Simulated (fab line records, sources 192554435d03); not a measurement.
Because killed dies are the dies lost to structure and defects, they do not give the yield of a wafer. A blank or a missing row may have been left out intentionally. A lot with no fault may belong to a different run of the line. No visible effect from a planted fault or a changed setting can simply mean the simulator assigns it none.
Problem report in the 8D (eight disciplines) form, filled by code / flow n5_finfet / the parts of the form that need people (team, actions taken, sign-off) are left out

1. WHAT WENT WRONG
At N5_BEOL_M15_TRENCH_ETCH_34, bias_w averages 2421 W over 3 wafers from 2 lots, while fault-free wafers read 2040 W, standard deviation 6.1. That puts it +62 standard deviations away from the usual mean.
The step: etches SiO2 in C4F8/O2/Ar, target depth 872.93 nm, time 199 s.
The first sign was on wafer L890.5 at day 15 11:05, on rie_diel-01. At this step, 27 wafers from 9 lots have a number in the record. By rule, "out" or "out of limits" means more than 4 standard deviations away from the usual mean. The rest of the wafers with a number are treated as sound.

2. WHAT IT IS AND WHAT IT IS NOT
question=which readings at this step | is=bias_w, rf_vpp_V | is not=C4F8_flow_sccm, drypump_motor_current_A, oes_product_au, showerhead_plenum_p_Torr, throttle_valve_pct
question=which lots | is=L890, L894 | is not=L877, L881, L883, L892, L895, L896, L898
question=which wafers of those lots | is=L890.5, L894.4, L894.6 | is not=L890.2, L890.6, L894.5
question=read on which tools | is=rie_diel-01 | is not=rie_diel-03, rie_diel-04
question=when | is=from day 15 11:05 | is not=up to then (11 sound wafers); but 13 sound wafers of L892, L894, L895, L896, L898 came after

3. THE SUSPECTS, EACH WITH WHAT RULES IT OUT
Counting: a tool at a process step up to the reading stays a suspect if it ran every lot that is out. Sound lots after the first of them don't rule it out here, since some wafers of a struck lot are sound.
- rie_diel-01 at N5_BEOL_M15_DESCUM_33 (chemistry O2, time 7.9 s): kept. It processed each lot that is out (first: L890, day 15 11:00); up to then, its last sound lot is L883 (day 13 00:14).
- rie_diel-01 at N5_BEOL_M15_TRENCH_ETCH_34 (etches SiO2 in C4F8/O2/Ar, target depth 872.93 nm, time 199 s): kept. It processed each lot that is out (first: L890, day 15 11:05); up to then, its last sound lot is L883 (day 13 00:19). Its own bias_w, rf_vpp_V readings are out on those wafers.
- rie_diel-01, N5_BEOL_M15_DESCUM_33: wafers that are out in chamber 3, sound lot-mates in chambers 0, 1.
- rie_diel-01, N5_BEOL_M15_TRENCH_ETCH_34: wafers that are out in chamber 3, sound lot-mates in chambers 0, 1.
After counting, rie_diel-01 at N5_BEOL_M15_DESCUM_33 and rie_diel-01 at N5_BEOL_M15_TRENCH_ETCH_34 remain.

4. THE CAUSE (what the simulator had put in)
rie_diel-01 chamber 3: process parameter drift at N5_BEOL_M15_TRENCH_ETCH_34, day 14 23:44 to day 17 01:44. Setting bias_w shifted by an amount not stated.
This tool is one of the 2 suspects left after counting.

5. THE CHAIN OF EFFECTS, in route order
Each row: a reading where the mean over the struck wafers with a number is more than 3 standard deviations away from the usual. Readings are gone through only where the record gives a usual standard deviation; hours: the median, over the lots, of the time from a lot's start at the first step in this table giving one to that lot's start at this step; sigmas: the change measured in usual standard deviations.
hours=0; step=N5_BEOL_M15_TRENCH_ETCH_34; reading=bias_w; usual=2040 W; on struck wafers=2421; change=+381; sigmas=+62
hours=0; step=N5_BEOL_M15_TRENCH_ETCH_34; reading=rf_vpp_V; usual=2219 V; on struck wafers=2546; change=+327; sigmas=+8.0
Its process steps:
- N5_BEOL_M15_TRENCH_ETCH_34: etches SiO2 in C4F8/O2/Ar, target depth 872.93 nm, time 199 s.

6. WHAT WOULD HAVE CAUGHT IT SOONER
First out-of-limits reading in this record: day 15 11:05, which is 11 hours after fault onset at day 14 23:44.
